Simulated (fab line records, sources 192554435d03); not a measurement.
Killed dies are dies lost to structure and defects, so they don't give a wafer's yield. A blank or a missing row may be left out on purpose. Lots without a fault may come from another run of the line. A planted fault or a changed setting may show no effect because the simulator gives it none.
Which tool did it? | flow n5_finfet | 12 lots, 36 wafers sampled, at 3 steps of a route of 1938

WHAT THE GAUGES READ, wafer by wafer
N5_BEOL_M7_INSPECT_58: inspects for defects (darkfield). Usual: raw_defect_count 78, standard deviation 26.
lot  | measured     | on                | raw_defect_count | flag
L145 | day 9 12:00  | defect_inspect-02 | 92 107 80        |
L146 | day 9 18:03  | defect_inspect-01 | 63 44 32         |
L149 | day 10 09:20 | defect_inspect-01 | 75 60 110        |
L150 | day 10 21:50 | defect_inspect-01 | 74 55 55         |
L151 | day 11 08:05 | defect_inspect-01 | 38 52 69         |
L154 | day 12 06:04 | defect_inspect-02 | 55 53 62         |
L153 | day 12 06:19 | defect_inspect-02 | 69 104 92        |
L155 | day 12 10:40 | defect_inspect-02 | 61 76 56         |
L158 | day 12 16:38 | defect_inspect-01 | 80 73 67         |
L160 | day 13 18:46 | defect_inspect-02 | 95 70 56         |
L163 | day 14 00:10 | defect_inspect-01 | 47 79 112        |
L166 | day 14 22:20 | defect_inspect-01 | 93 86 172        |

WHICH TOOL RAN EACH LOT (tool, then ch and the chambers of the sampled wafers, then the start)
lot  | N5_BEOL_M7_PRE_CLEAN_45      | N5_BEOL_M7_ANNEAL_51
L145 | pvd_sputter-02, day 9 10:17  | rtp_anneal-01 ch 0, day 9 11:15
L146 | pvd_sputter-02, day 9 15:41  | rtp_anneal-01 ch 0, day 9 17:13
L149 | pvd_sputter-02, day 10 07:36 | rtp_anneal-02 ch 0, day 10 08:35
L150 | pvd_sputter-01, day 10 19:58 | rtp_anneal-02 ch 0, day 10 21:05
L151 | pvd_sputter-01, day 11 04:36 | rtp_anneal-02 ch 0, day 11 07:20
L154 | pvd_sputter-03, day 12 04:11 | rtp_anneal-02 ch 0, day 12 05:20
L153 | pvd_sputter-01, day 12 04:22 | rtp_anneal-02 ch 0, day 12 05:34
L155 | pvd_sputter-03, day 12 08:42 | rtp_anneal-02 ch 0, day 12 09:56
L158 | pvd_sputter-02, day 12 14:56 | rtp_anneal-01 ch 0, day 12 15:53
L160 | pvd_sputter-02, day 13 16:22 | rtp_anneal-01 ch 0, day 13 17:50
L163 | pvd_sputter-03, day 13 20:28 | rtp_anneal-01 ch 0, day 13 23:14
L166 | pvd_sputter-01, day 14 20:44 | rtp_anneal-01 ch 0, day 14 21:34
- N5_BEOL_M7_PRE_CLEAN_45: time 30 s.
- N5_BEOL_M7_ANNEAL_51: time 90 s.

WHAT THE TOOLS THEMSELVES READ (means of the sampled wafers that have a number; where no wafer has one, the mark that the record gives instead)
N5_BEOL_M7_PRE_CLEAN_45. Usual: heater_power_w 339 W, standard deviation 35; susceptor_temp_C 250.02 C, standard deviation 0.18.
lot  | tool           | heater_power_w (W) | susceptor_temp_C (C) | flag
L145 | pvd_sputter-02 | 341                | 250.07               |
L146 | pvd_sputter-02 | 328                | 249.99               |
L149 | pvd_sputter-02 | 324                | 249.99               |
L150 | pvd_sputter-01 | 316                | 249.99               |
L151 | pvd_sputter-01 | 310                | 249.95               |
L154 | pvd_sputter-03 | 356                | 250.18               |
L153 | pvd_sputter-01 | 318                | 249.98               |
L155 | pvd_sputter-03 | 376                | 250.07               |
L158 | pvd_sputter-02 | 337                | 249.93               |
L160 | pvd_sputter-02 | 340                | 249.95               |
L163 | pvd_sputter-03 | 379                | 249.96               |
L166 | pvd_sputter-01 | 305                | 250.03               |

N5_BEOL_M7_ANNEAL_51. Usual: wafer_temp_C_max 225.9, standard deviation 0.4.
lot  | tool          | wafer_temp_C_max | flag
L145 | rtp_anneal-01 | 226.5            |
L146 | rtp_anneal-01 | 226.4            |
L149 | rtp_anneal-02 | 225.4            |
L150 | rtp_anneal-02 | 225.9            |
L151 | rtp_anneal-02 | 226.1            |
L154 | rtp_anneal-02 | 225.4            |
L153 | rtp_anneal-02 | 225.6            |
L155 | rtp_anneal-02 | 225.8            |
L158 | rtp_anneal-01 | 226.4            |
L160 | rtp_anneal-01 | 226.3            |
L163 | rtp_anneal-01 | 226.2            |
L166 | rtp_anneal-01 | 226.3            |

THE ANSWER, worked out from the rows above alone
Rule: a lot is off if the mean of its wafers that have a number lies more than 3 standard deviations from the usual mean. A lot without any number at a reading at which 4 lots or more have one is off too. The other lots that the step has rows for count as sound. The gauges are gone through in route order, then the tools' own readings, and for those a lot's mean is taken as printed above. The first step at which some lot is off is used, and at that step the reading that is off furthest; a lot without a number counts as furthest.
No lot is off at any reading shown: from this, nothing can be told.

WHAT THE SIMULATOR HAD PUT IN
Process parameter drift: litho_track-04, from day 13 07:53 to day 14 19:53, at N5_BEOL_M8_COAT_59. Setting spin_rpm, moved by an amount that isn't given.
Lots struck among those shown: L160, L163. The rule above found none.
